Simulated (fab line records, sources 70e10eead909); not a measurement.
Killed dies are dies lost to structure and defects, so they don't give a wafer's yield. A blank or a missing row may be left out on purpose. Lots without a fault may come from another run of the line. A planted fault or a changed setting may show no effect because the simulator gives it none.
Problem report in the 8D (eight disciplines) form, filled by code | flow nand_harc | the parts of the form that need people (team, actions taken, sign-off) are left out

1. THE PROBLEM
killed_at_periphery at NHARC_END_SORT_01 reads a mean of 649.5 on 2 wafers of 2 lots; wafers without a fault read 3.1 with a standard deviation of 2.1. That is +99 or more standard deviations from the usual mean.
First seen on wafer L261.3, day 21 04:58, on prober-02. The record holds 6 wafers of 2 lots with a number at this step. Rule for "out", or "out of limits": more than 4 standard deviations from the usual mean. The other wafers with a number count as sound.

2. WHAT IT IS AND WHAT IT IS NOT
question                    | is                                                                                                                      | is not
which readings at this step | killed_at_periphery, defect_limited_yield, killed_dies, sort_bin_2_pct, sort_n_pass, sort_rim_yield_pct, sort_yield_pct | killed_at_array, killed_at_other, killed_open, killed_short, sort_bin_3_pct, sort_bin_4_pct
which lots                  | L261, L262                                                                                                              | -
which wafers of those lots  | L261.3, L262.1                                                                                                          | L261.1, L261.6, L262.2, L262.4
read on which gauges        | prober-01, prober-02                                                                                                    | -
when                        | from day 21 04:58                                                                                                       | up to then (1 sound wafer); but 3 sound wafers of L261, L262 came after

3. SUSPECTS, AND WHAT RULES EACH OUT
Counting: a tool at a process step up to the reading stays a suspect if it ran every lot that is out. Sound lots after the first of them don't rule it out here, since some wafers of a struck lot are sound.
- the gauge at NHARC_END_SORT_01: ruled out. The wafers that are out were read on 2 gauges (prober-01, prober-02).
- pecvd-03 at NHARC_P_M0_DEP_00 (deposits SiOC, target thk 150 nm): kept. It ran every lot that is out, first L261 (day 7 14:59).
Left after counting: pecvd-03 at NHARC_P_M0_DEP_00.

4. THE CAUSE (what the simulator had put in)
Process parameter drift: pecvd-03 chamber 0, from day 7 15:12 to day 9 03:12, at NHARC_P_M0_DEP_00. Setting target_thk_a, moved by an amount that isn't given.
Counting left only this tool.

5. THE CHAIN OF EFFECTS, in route order
Each row: a reading whose mean over the struck wafers that have a number lies more than 3 standard deviations from the usual. Only readings for which the record gives a usual standard deviation are gone through. hours: the time from each lot's start at the first step in this table that gives one to its start at this step, as a median over the lots. sigmas: the change in usual standard deviations.
hours | step              | reading              | usual  | on struck wafers | change | sigmas
0     | NHARC_END_SORT_01 | defect_limited_yield | 95.5 % | 0.0              | -95.5  | -73
0     | NHARC_END_SORT_01 | killed_at_periphery  | 3.1    | 649.5            | +646.4 | +99 or more
0     | NHARC_END_SORT_01 | killed_dies          | 31     | 677              | +646   | +73
0     | NHARC_END_SORT_01 | sort_bin_2_pct       | 1.3 %  | 97.3             | +96.0  | +99 or more
0     | NHARC_END_SORT_01 | sort_n_pass          | 646    | 0                | -646   | -73
0     | NHARC_END_SORT_01 | sort_rim_yield_pct   | 95.8 % | 0.0              | -95.8  | -35
0     | NHARC_END_SORT_01 | sort_yield_pct       | 95.5 % | 0.0              | -95.5  | -73

6. WHAT WOULD HAVE CAUGHT IT SOONER
In this record the first reading out of limits at a measuring or inspecting step was taken at day 21 04:58, 326 hours after the fault began at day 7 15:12.
All the lots that are out (2) had begun NHARC_P_M0_DEP_00 on pecvd-03 by day 21 04:58. A hold on the tool at that time would have spared none of them.
